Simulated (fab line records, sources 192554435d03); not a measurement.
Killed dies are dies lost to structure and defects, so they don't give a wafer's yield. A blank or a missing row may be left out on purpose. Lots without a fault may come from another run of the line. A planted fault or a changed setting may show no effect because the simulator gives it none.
A struck lot beside a sound one | flow n5_finfet | 45 steps out of a route of 1938
Sound: wafers L779.1, L779.4, L779.5. Struck: wafers L782.2, L782.3, L782.6. The cause comes at the end.
At each step with rows: each side's tool, then ch and its chambers, then its first start. Under that, the readings that differ: sound wafers | struck wafers | difference of the means | sigmas: that difference in standard deviations of wafers without a fault.
alike: readings whose means differ by less than 2 such deviations, and words and numbers that are the same on both sides. not compared: withheld readings, readings that some wafer has no value for, bounds like >300 that may hide the same value, and numbers for which the record gives no deviation and whose values overlap.
The two part at a step that has a row with sigmas, a row that says differs or no value, or rows on one side only. Numbers that don't overlap but have no deviation are shown without sigmas and don't part them. A reading that every wafer of one side lacks parts them only if that side has two wafers or more.

first, 12 steps without rows for these wafers: N5_BEOL_M1_DESCUM_33 (chemistry O2, time 7 s); N5_BEOL_M1_ETCH_77 (etches underlayer in N2/H2, target depth 6.5 nm, time 5.2 s); N5_BEOL_M1_ETCH_69 (etches SiARC in CF4, target depth 15.6 nm, time 26 s); N5_BEOL_M1_ALD_98 (deposits SiO2, target thk 2.5 nm, pulse time 1 s, co reactant pulse time 1 s); N5_BEOL_M1_ETCHBACK_99 (etches SiO2 in CHF3, target depth 5 nm, time 10.4 s); N5_BEOL_M1_ETCH_70 (etches SOC in N2/H2, target depth 80 nm, overetch 16 nm, time 120 s); N5_BEOL_M1_STRIP_71 (strips in N2/H2); N5_BEOL_M1_STRIP_78 (strips in N2/H2); N5_BEOL_M1_VIA_ETCH_34 (etches the open film in C4F6/O2, target depth 67.8 nm, time 64.4 s); N5_BEOL_M1_STRIP_83 (strips in C4F6/O2); N5_BEOL_M1_STRIP_36 (strips in N2/H2); N5_BEOL_M1_TRENCH_ETCH_37 (etches SiOC in C4F6/O2, target depth 55.207 nm, time 29 s).
N5_BEOL_M1_ETCH_41: etches SiCN in CH3F/O2, target depth 31.9 nm, time 57.8 s.
  sound on rie_diel-03 ch 0,1, day 7 01:23; struck on rie_diel-03 ch 0,1, day 7 20:25
  no value came back on the struck wafers for any of 7 readings (CH3F_flow_sccm (sccm), O2_flow_sccm (sccm) and others); on the sound wafers CH3F_flow_sccm (sccm) reads 29.93 30.03 29.99
  not compared: rf_hours_counter_h
then, 27 steps without rows for these wafers: N5_BEOL_M1_STRIP_97 (strips in N2/H2, time 10 s); N5_BEOL_M1_HM_STRIP_39 (strips TiN in peroxide tin strip, target depth 25 nm, time 158 s); N5_BEOL_M1_SRD_40 (time 30 s); N5_BEOL_M1_PRECLEAN_42 (cleans in residue remover, time 60 s); N5_BEOL_M1_SRD_43 (time 30 s); N5_BEOL_M1_DEGAS_44 (time 60 s); N5_BEOL_M1_PRE_CLEAN_45 (time 30 s); N5_BEOL_M1_ALD_84 (deposits TaN, pulse time 2 s, purge time 3 s, co reactant purge time 2 s); N5_BEOL_M1_SURFACE_TREAT_85; N5_BEOL_M1_CVD_47 (deposits Co from CCTBA/H2, target thk 3 nm, time 223.8 s); N5_BEOL_M1_SPUTTER_48 (material Cu, target thk 4.5 nm, time 8.29 s); N5_BEOL_M1_ANNEAL_49 (time 240 s); N5_BEOL_M1_SPUTTER_79 (material Cu, target thk 4.5 nm, time 8.29 s); N5_BEOL_M1_ANNEAL_80 (time 240 s); N5_BEOL_M1_SPUTTER_81 (material Cu, target thk 4.5 nm, time 8.29 s); N5_BEOL_M1_ANNEAL_82 (time 240 s); N5_BEOL_M1_SPUTTER_86 (material Cu, target thk 4.5 nm, time 8.29 s); N5_BEOL_M1_ANNEAL_87 (time 240 s); N5_BEOL_M1_SPUTTER_88 (material Cu, target thk 4.5 nm, time 8.29 s); N5_BEOL_M1_ANNEAL_89 (time 240 s); N5_BEOL_M1_SPUTTER_90 (material Cu, target thk 4.5 nm, time 8.29 s); N5_BEOL_M1_ANNEAL_91 (time 240 s); N5_BEOL_M1_SPUTTER_92 (material Cu, target thk 4.5 nm, time 8.29 s); N5_BEOL_M1_ANNEAL_93 (time 240 s); N5_BEOL_M1_SPUTTER_94 (material Cu, target thk 4.5 nm, time 8.29 s); N5_BEOL_M1_ANNEAL_95 (time 240 s); N5_BEOL_M1_SPUTTER_96 (material Cu, target thk 4.5 nm, time 8.29 s).
N5_BEOL_M1_CMP_52: polishes, stops on SiOC, t overpolish 6.8 s, target thk 40 nm.
  sound on cmp-01 ch 1,2,3, day 7 05:55; struck on cmp-04 ch 0,2, day 7 23:57
  reading                                | sound        | struck         | difference | sigmas
  model.Cu_of_BEOL_M1_ECD_50.thk_nm (nm) | 40.2 43.4 41 | 31.2 31.6 33.2 | -9.5       |
  alike: barrier_field_endpoint_s, edge_zone_pressure_frac, motor_current_A, overpolish_run_s, time_to_endpoint_s
N5_BEOL_M1_THK_MEAS_53: measures by xrf.
  sound on film_metro-01, day 7 06:13; struck on film_metro-02, day 8 00:12
  reading     | sound          | struck         | difference | sigmas
  M1_THK (nm) | 40.6 43.9 41.4 | 31.7 32.0 33.6 | -9.5       | -6
N5_BEOL_M1_RS_MEAS_58: measures by four-point-probe.
  sound on film_metro-01, day 7 06:31; struck on film_metro-02, day 8 00:28
  reading        | sound          | struck         | difference | sigmas
  M1_RS (ohm/sq) | 0.66 0.60 0.65 | 0.93 0.91 0.85 | +0.26      | +7
N5_BEOL_M4_RC_MEAS_101:
  the record has rows for the sound wafers here (prober-01 ch 0, day 8 17:28) and none for the struck ones
-- the record jumps here: 6 days lie between the struck wafers' starts before and after (it left off in module BEOL_M4 and takes up again in module PASSIVATION, whose first step shown is number 1936 of the route) --
N5_PASSIVATION_PROBE_49:
  sound on prober-01, day 12 23:40; struck on prober-02, day 14 02:35
  reading                  | sound          | struck         | difference | sigmas
  defect_limited_yield (%) | 90.6 84.9 89.5 | 0 0 0          | -88        | -52
  killed_at_M0_to_M3       | 33 30 28       | 1132 1125 1138 | +1101      | +99 or more
  killed_at_contacts       | 8 35 13        | 6 4 7          | -13        | -2
  killed_at_front_end      | 50 90 48       | 29 26 29       | -35        | -3
  killed_dies              | 111 178 124    | 1180 1180 1180 | +1042      | +52
  killed_on_rim            | 19 22 16       | 152 152 152    | +133       | +31
  killed_open              | 74 125 90      | 51 49 43       | -49        | -3
  sort_bin_5_function (%)  | 5.9 8.6 6.7    | 97.5 97.9 96.8 | +90.3      | +82
  sort_bin_6_memory (%)    | 3.2 5.6 3.3    | 2.5 2.0 2.9    | -1.6       | -2
  sort_n_pass              | 1069 1002 1056 | 0 0 0          | -1042      | -52
  sort_yield_pct (%)       | 90.6 84.9 89.5 | 0 0 0          | -88        | -52
  alike: killed_at_M4_up, killed_at_other, killed_short

WHERE THEY PART
First at N5_BEOL_M1_ETCH_41; last, within this record, at N5_PASSIVATION_PROBE_49.

WHY: what the simulator had put in
Skipped step whole: rie_diel-03, from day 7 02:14 on, at N5_BEOL_M1_ETCH_41. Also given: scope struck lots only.
